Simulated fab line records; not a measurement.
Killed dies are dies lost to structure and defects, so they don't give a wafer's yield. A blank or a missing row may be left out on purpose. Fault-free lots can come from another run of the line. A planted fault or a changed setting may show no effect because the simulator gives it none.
The tool behind it: which one? :: flow nand-harc :: Sampling: 24 lots, 72 wafers, 4 of 1302 route steps

## WHAT THE GAUGES SHOWED, per wafer
NHARC_P_M2_OVL_MEAS_10: pitch 340 nm. Usual: overlay-x-nm -0.3 nm, standard deviation 0.73; overlay-y-nm -0.3 nm, standard deviation 1.1.
lot: L074
measured: day 6 06:47
on: overlay-02
overlay-x-nm (nm): -0.9 -1.1 -1.5
overlay-y-nm (nm): 0.3 0.5 0.3
flag: 

lot: L075
measured: day 6 15:13
on: overlay-01
overlay-x-nm (nm): -0.5 -0.3 -0.3
overlay-y-nm (nm): -0.9 -1.8 -1.2
flag: 

lot: L076
measured: day 7 07:21
on: overlay-02
overlay-x-nm (nm): -1.6 -1.3 -1.9
overlay-y-nm (nm): 1.1 0.6 0.9
flag: 

lot: L077
measured: day 7 13:11
on: overlay-02
overlay-x-nm (nm): 0.3 0.2 0.1
overlay-y-nm (nm): -0.2 0.2 -0.1
flag: 

lot: L079
measured: day 8 11:47
on: overlay-02
overlay-x-nm (nm): -0.5 -0.9 -0.3
overlay-y-nm (nm): 0.5 0.0 0.5
flag: 

lot: L078
measured: day 8 12:28
on: overlay-01
overlay-x-nm (nm): -0.5 -0.9 -0.4
overlay-y-nm (nm): 0.4 0.4 0.8
flag: 

lot: L080
measured: day 9 06:23
on: overlay-01
overlay-x-nm (nm): -1.4 -1.6 -0.6
overlay-y-nm (nm): -0.1 0.3 0.8
flag: 

lot: L081
measured: day 9 17:32
on: overlay-01
overlay-x-nm (nm): 0.3 0.4 -0.1
overlay-y-nm (nm): 0.8 1.7 1.0
flag: 

lot: L082
measured: day 9 17:49
on: overlay-01
overlay-x-nm (nm): -0.1 -0.1 0.6
overlay-y-nm (nm): -1.7 -1.9 -2.3
flag: 

lot: L083
measured: day 10 12:26
on: overlay-01
overlay-x-nm (nm): -0.7 -1.2 -0.6
overlay-y-nm (nm): -0.8 -0.5 -0.6
flag: 

lot: L084
measured: day 10 20:00
on: overlay-02
overlay-x-nm (nm): 1.0 0.9 0.0
overlay-y-nm (nm): -2.7 -2.0 -2.6
flag: 

lot: L085
measured: day 11 03:00
on: overlay-02
overlay-x-nm (nm): 0.0 -0.2 0.5
overlay-y-nm (nm): 0.6 0.7 0.6
flag: 

lot: L086
measured: day 11 09:09
on: overlay-01
overlay-x-nm (nm): 0.8 0.7 0.6
overlay-y-nm (nm): -2.3 -2.3 -2.1
flag: 

lot: L087
measured: day 11 15:04
on: overlay-01
overlay-x-nm (nm): -0.6 -0.3 -0.3
overlay-y-nm (nm): 0.3 1.0 0.5
flag: 

lot: L088
measured: day 12 09:39
on: overlay-02
overlay-x-nm (nm): -0.6 -0.5 -1.0
overlay-y-nm (nm): -0.4 0.2 0.1
flag: 

lot: L089
measured: day 12 13:49
on: overlay-02
overlay-x-nm (nm): -0.5 -1.1 -0.5
overlay-y-nm (nm): -0.4 -0.4 -0.4
flag: 

lot: L090
measured: day 13 09:32
on: overlay-02
overlay-x-nm (nm): -1.5 -1.4 -1.1
overlay-y-nm (nm): -1.5 -1.6 -1.7
flag: 

lot: L091
measured: day 13 11:51
on: overlay-02
overlay-x-nm (nm): 1.2 1.1 0.7
overlay-y-nm (nm): -0.8 -0.8 -1.2
flag: 

lot: L092
measured: day 14 04:16
on: overlay-02
overlay-x-nm (nm): 0.2 -0.5 -0.2
overlay-y-nm (nm): -0.9 -1.0 -0.9
flag: 

lot: L093
measured: day 14 04:37
on: overlay-01
overlay-x-nm (nm): -0.2 0.7 0.8
overlay-y-nm (nm): 0.8 1.0 1.4
flag: 

lot: L094
measured: day 14 18:28
on: overlay-01
overlay-x-nm (nm): -0.6 -1.0 -0.2
overlay-y-nm (nm): -1.7 -1.1 -1.0
flag: 

lot: L095
measured: day 15 13:52
on: overlay-02
overlay-x-nm (nm): -0.1 -0.3 -0.3
overlay-y-nm (nm): -0.1 0.1 -0.1
flag: 

lot: L096
measured: day 16 01:25
on: overlay-01
overlay-x-nm (nm): 0.7 0.3 0.5
overlay-y-nm (nm): -1.4 -1.0 -1.1
flag: 

lot: L097
measured: day 16 04:17
on: overlay-01
overlay-x-nm (nm): -0.1 -0.1 0.3
overlay-y-nm (nm): 0.2 0.9 1.0
flag: 

NHARC_P_M2_CD_MEAS_16. Usual: cd-nm 170.0 nm, standard deviation 1.
lot: L074
measured: day 6 07:11
on: cd-sem-01
cd-nm (nm): 168.2 169.4 169.8
flag: 

lot: L075
measured: day 6 15:37
on: cd-sem-03
cd-nm (nm): 169.7 170.2 169.9
flag: 

lot: L076
measured: day 7 07:45
on: cd-sem-02
cd-nm (nm): 170.6 170.5 170.4
flag: 

lot: L077
measured: day 7 13:35
on: cd-sem-02
cd-nm (nm): 169.0 169.3 169.5
flag: 

lot: L079
measured: day 8 12:11
on: cd-sem-01
cd-nm (nm): 169.2 172.0 170.3
flag: 

lot: L078
measured: day 8 12:52
on: cd-sem-03
cd-nm (nm): 170.0 170.1 168.7
flag: 

lot: L080
measured: day 9 06:47
on: cd-sem-02
cd-nm (nm): 170.6 171.9 169.4
flag: 

lot: L081
measured: day 9 17:56
on: cd-sem-01
cd-nm (nm): 169.3 168.5 169.5
flag: 

lot: L082
measured: day 9 18:13
on: cd-sem-01
cd-nm (nm): 172.1 169.5 170.7
flag: 

lot: L083
measured: day 10 12:50
on: cd-sem-03
cd-nm (nm): 171.8 169.8 168.8
flag: 

lot: L084
measured: day 10 20:24
on: cd-sem-03
cd-nm (nm): 169.0 170.3 169.4
flag: 

lot: L085
measured: day 11 03:24
on: cd-sem-01
cd-nm (nm): 170.9 170.9 172.3
flag: 

lot: L086
measured: day 11 09:34
on: cd-sem-02
cd-nm (nm): 170.7 169.4 170.2
flag: 

lot: L087
measured: day 11 15:29
on: cd-sem-03
cd-nm (nm): 171.6 171.0 169.5
flag: 

lot: L088
measured: day 12 10:04
on: cd-sem-03
cd-nm (nm): 169.6 170.1 169.7
flag: 

lot: L089
measured: day 12 14:13
on: cd-sem-03
cd-nm (nm): 170.2 170.2 168.9
flag: 

lot: L090
measured: day 13 10:03
on: cd-sem-01
cd-nm (nm): 169.4 169.1 171.1
flag: 

lot: L091
measured: day 13 12:15
on: cd-sem-01
cd-nm (nm): 168.1 168.9 169.2
flag: 

lot: L092
measured: day 14 04:40
on: cd-sem-02
cd-nm (nm): 170.1 170.2 170.9
flag: 

lot: L093
measured: day 14 05:01
on: cd-sem-01
cd-nm (nm): 168.4 168.4 168.5
flag: 

lot: L094
measured: day 14 18:52
on: cd-sem-02
cd-nm (nm): 169.9 170.6 169.0
flag: 

lot: L095
measured: day 15 14:18
on: cd-sem-03
cd-nm (nm): 170.2 169.9 169.5
flag: 

lot: L096
measured: day 16 01:49
on: cd-sem-02
cd-nm (nm): 171.4 170.2 172.2
flag: 

lot: L097
measured: day 16 04:41
on: cd-sem-01
cd-nm (nm): 169.6 170.9 171.3
flag: 

## EACH LOT AND THE TOOL THAT RAN IT (in order: tool; ch and the chambers of the sampled wafers; start)
lot: L074
NHARC_P_M0_CMP_23: cmp-02 ch 1,2, day 6 00:59
NHARC_P_M1_DEGAS_29: pvd-sputter-01, day 6 03:53

lot: L075
NHARC_P_M0_CMP_23: cmp-04 ch 1,3, day 6 08:34
NHARC_P_M1_DEGAS_29: pvd-sputter-03, day 6 11:46

lot: L076
NHARC_P_M0_CMP_23: cmp-04 ch 0,3, day 7 01:10
NHARC_P_M1_DEGAS_29: pvd-sputter-03, day 7 04:20

lot: L077
NHARC_P_M0_CMP_23: cmp-02 ch 0,1,2, day 7 07:07
NHARC_P_M1_DEGAS_29: pvd-sputter-02, day 7 10:02

lot: L079
NHARC_P_M0_CMP_23: cmp-04 ch 0,1,2, day 8 05:52
NHARC_P_M1_DEGAS_29: pvd-sputter-02, day 8 08:45

lot: L078
NHARC_P_M0_CMP_23: cmp-02 ch 0,3, day 8 06:20
NHARC_P_M1_DEGAS_29: pvd-sputter-02, day 8 09:26

lot: L080
NHARC_P_M0_CMP_23: cmp-04 ch 0,3, day 9 00:16
NHARC_P_M1_DEGAS_29: pvd-sputter-01, day 9 03:21

lot: L081
NHARC_P_M0_CMP_23: cmp-02 ch 0,1,3, day 9 11:27
NHARC_P_M1_DEGAS_29: pvd-sputter-02, day 9 14:28

lot: L082
NHARC_P_M0_CMP_23: cmp-01 ch 0,2,3, day 9 11:43
NHARC_P_M1_DEGAS_29: pvd-sputter-03, day 9 14:49

lot: L083
NHARC_P_M0_CMP_23: cmp-02 ch 0,1,3, day 10 06:20
NHARC_P_M1_DEGAS_29: pvd-sputter-01, day 10 09:25

lot: L084
NHARC_P_M0_CMP_23: cmp-02 ch 0,1, day 10 14:01
NHARC_P_M1_DEGAS_29: pvd-sputter-02, day 10 17:04

lot: L085
NHARC_P_M0_CMP_23: cmp-02 ch 0,1,2, day 10 20:46
NHARC_P_M1_DEGAS_29: pvd-sputter-01, day 10 23:49

lot: L086
NHARC_P_M0_CMP_23: cmp-02 ch 1,2, day 11 02:52
NHARC_P_M1_DEGAS_29: pvd-sputter-03, day 11 05:58

lot: L087
NHARC_P_M0_CMP_23: cmp-02 ch 0,2,3, day 11 08:50
NHARC_P_M1_DEGAS_29: pvd-sputter-02, day 11 11:53

lot: L088
NHARC_P_M0_CMP_23: cmp-01 ch 1,3, day 12 03:32
NHARC_P_M1_DEGAS_29: pvd-sputter-01, day 12 06:46

lot: L089
NHARC_P_M0_CMP_23: cmp-02 ch 0,3, day 12 07:11
NHARC_P_M1_DEGAS_29: pvd-sputter-02, day 12 10:25

lot: L090
NHARC_P_M0_CMP_23: cmp-04 ch 1,2,3, day 13 03:35
NHARC_P_M1_DEGAS_29: pvd-sputter-03, day 13 06:29

lot: L091
NHARC_P_M0_CMP_23: cmp-02 ch 0,1,3, day 13 05:56
NHARC_P_M1_DEGAS_29: pvd-sputter-03, day 13 08:58

lot: L092
NHARC_P_M0_CMP_23: cmp-02 ch 1,2,3, day 13 21:59
NHARC_P_M1_DEGAS_29: pvd-sputter-02, day 14 01:05

lot: L093
NHARC_P_M0_CMP_23: cmp-02 ch 0,3, day 13 22:29
NHARC_P_M1_DEGAS_29: pvd-sputter-01, day 14 01:25

lot: L094
NHARC_P_M0_CMP_23: cmp-02 ch 0,2,3, day 14 12:32
NHARC_P_M1_DEGAS_29: pvd-sputter-03, day 14 15:35

lot: L095
NHARC_P_M0_CMP_23: cmp-04 ch 1,2,3, day 15 08:02
NHARC_P_M1_DEGAS_29: pvd-sputter-03, day 15 10:56

lot: L096
NHARC_P_M0_CMP_23: cmp-01 ch 2,3, day 15 19:17
NHARC_P_M1_DEGAS_29: pvd-sputter-03, day 15 22:23

lot: L097
NHARC_P_M0_CMP_23: cmp-04 ch 0,2,3, day 15 22:24
NHARC_P_M1_DEGAS_29: pvd-sputter-02, day 16 01:21
- NHARC_P_M0_CMP_23: polishes, t overpolish 20 s, target thk 117.54 nm.
- NHARC_P_M1_DEGAS_29: time 60 s.

## AS READ BY THE TOOLS THEMSELVES (means over the sampled wafers that have a number; for cases with no such wafer, the mark the record gives instead)
NHARC_P_M0_CMP_23. Usual: motor-current-A 11.8 A, standard deviation 1; time-to-endpoint-s 29 s, standard deviation 3.6.
lot: L074
tool: cmp-02
motor-current-A (A): 11.6
time-to-endpoint-s (s): 30
flag: 

lot: L075
tool: cmp-04
motor-current-A (A): 12.7
time-to-endpoint-s (s): 28
flag: 

lot: L076
tool: cmp-04
motor-current-A (A): 11.3
time-to-endpoint-s (s): 29
flag: 

lot: L077
tool: cmp-02
motor-current-A (A): 12.4
time-to-endpoint-s (s): 30
flag: 

lot: L079
tool: cmp-04
motor-current-A (A): 11.8
time-to-endpoint-s (s): 29
flag: 

lot: L078
tool: cmp-02
motor-current-A (A): 11.5
time-to-endpoint-s (s): 34
flag: 

lot: L080
tool: cmp-04
motor-current-A (A): 11.7
time-to-endpoint-s (s): 32
flag: 

lot: L081
tool: cmp-02
motor-current-A (A): 11.8
time-to-endpoint-s (s): 29
flag: 

lot: L082
tool: cmp-01
motor-current-A (A): 13.1
time-to-endpoint-s (s): 30
flag: 

lot: L083
tool: cmp-02
motor-current-A (A): 11.6
time-to-endpoint-s (s): 32
flag: 

lot: L084
tool: cmp-02
motor-current-A (A): 12.6
time-to-endpoint-s (s): 29
flag: 

lot: L085
tool: cmp-02
motor-current-A (A): 12.1
time-to-endpoint-s (s): 29
flag: 

lot: L086
tool: cmp-02
motor-current-A (A): 11.8
time-to-endpoint-s (s): 29
flag: 

lot: L087
tool: cmp-02
motor-current-A (A): 11.6
time-to-endpoint-s (s): 26
flag: 

lot: L088
tool: cmp-01
motor-current-A (A): 12.0
time-to-endpoint-s (s): 24
flag: 

lot: L089
tool: cmp-02
motor-current-A (A): 11.2
time-to-endpoint-s (s): 26
flag: 

lot: L090
tool: cmp-04
motor-current-A (A): 11.4
time-to-endpoint-s (s): 27
flag: 

lot: L091
tool: cmp-02
motor-current-A (A): 11.6
time-to-endpoint-s (s): 30
flag: 

lot: L092
tool: cmp-02
motor-current-A (A): 10.9
time-to-endpoint-s (s): 29
flag: 

lot: L093
tool: cmp-02
motor-current-A (A): 11.3
time-to-endpoint-s (s): 29
flag: 

lot: L094
tool: cmp-02
motor-current-A (A): 11.6
time-to-endpoint-s (s): 28
flag: 

lot: L095
tool: cmp-04
motor-current-A (A): 11.8
time-to-endpoint-s (s): 29
flag: 

lot: L096
tool: cmp-01
motor-current-A (A): 13.4
time-to-endpoint-s (s): 28
flag: 

lot: L097
tool: cmp-04
motor-current-A (A): 11.1
time-to-endpoint-s (s): 30
flag: 

NHARC_P_M1_DEGAS_29. Usual: heater-power-w 333 W, standard deviation 27.
lot: L074
tool: pvd-sputter-01
heater-power-w (W): 350
flag: 

lot: L075
tool: pvd-sputter-03
heater-power-w (W): 314
flag: 

lot: L076
tool: pvd-sputter-03
heater-power-w (W): 327
flag: 

lot: L077
tool: pvd-sputter-02
heater-power-w (W): 330
flag: 

lot: L079
tool: pvd-sputter-02
heater-power-w (W): 325
flag: 

lot: L078
tool: pvd-sputter-02
heater-power-w (W): 335
flag: 

lot: L080
tool: pvd-sputter-01
heater-power-w (W): 329
flag: 

lot: L081
tool: pvd-sputter-02
heater-power-w (W): 332
flag: 

lot: L082
tool: pvd-sputter-03
heater-power-w (W): 327
flag: 

lot: L083
tool: pvd-sputter-01
heater-power-w (W): 334
flag: 

lot: L084
tool: pvd-sputter-02
heater-power-w (W): 336
flag: 

lot: L085
tool: pvd-sputter-01
heater-power-w (W): 326
flag: 

lot: L086
tool: pvd-sputter-03
heater-power-w (W): 312
flag: 

lot: L087
tool: pvd-sputter-02
heater-power-w (W): 336
flag: 

lot: L088
tool: pvd-sputter-01
heater-power-w (W): 323
flag: 

lot: L089
tool: pvd-sputter-02
heater-power-w (W): 336
flag: 

lot: L090
tool: pvd-sputter-03
heater-power-w (W): 348
flag: 

lot: L091
tool: pvd-sputter-03
heater-power-w (W): 311
flag: 

lot: L092
tool: pvd-sputter-02
heater-power-w (W): 335
flag: 

lot: L093
tool: pvd-sputter-01
heater-power-w (W): 330
flag: 

lot: L094
tool: pvd-sputter-03
heater-power-w (W): 313
flag: 

lot: L095
tool: pvd-sputter-03
heater-power-w (W): 333
flag: 

lot: L096
tool: pvd-sputter-03
heater-power-w (W): 336
flag: 

lot: L097
tool: pvd-sputter-02
heater-power-w (W): 328
flag: 

## THE ANSWER, worked out from the rows above alone
Rule: a lot is off if the mean of its wafers that have a number lies more than 3 standard deviations from the usual mean. Also off: a lot with no number at a reading for which 4 or more lots have one. The other lots that the step has rows for count as sound. The gauges are gone through in route order, then the tools' own readings, and for those a lot's mean is taken as printed above. The first step at which some lot is off is used, and at that step the reading that is off furthest; a lot without a number counts as furthest.
None of the lots is off at any reading shown; this tells nothing.

## WHAT WAS PUT IN BY THE SIMULATOR
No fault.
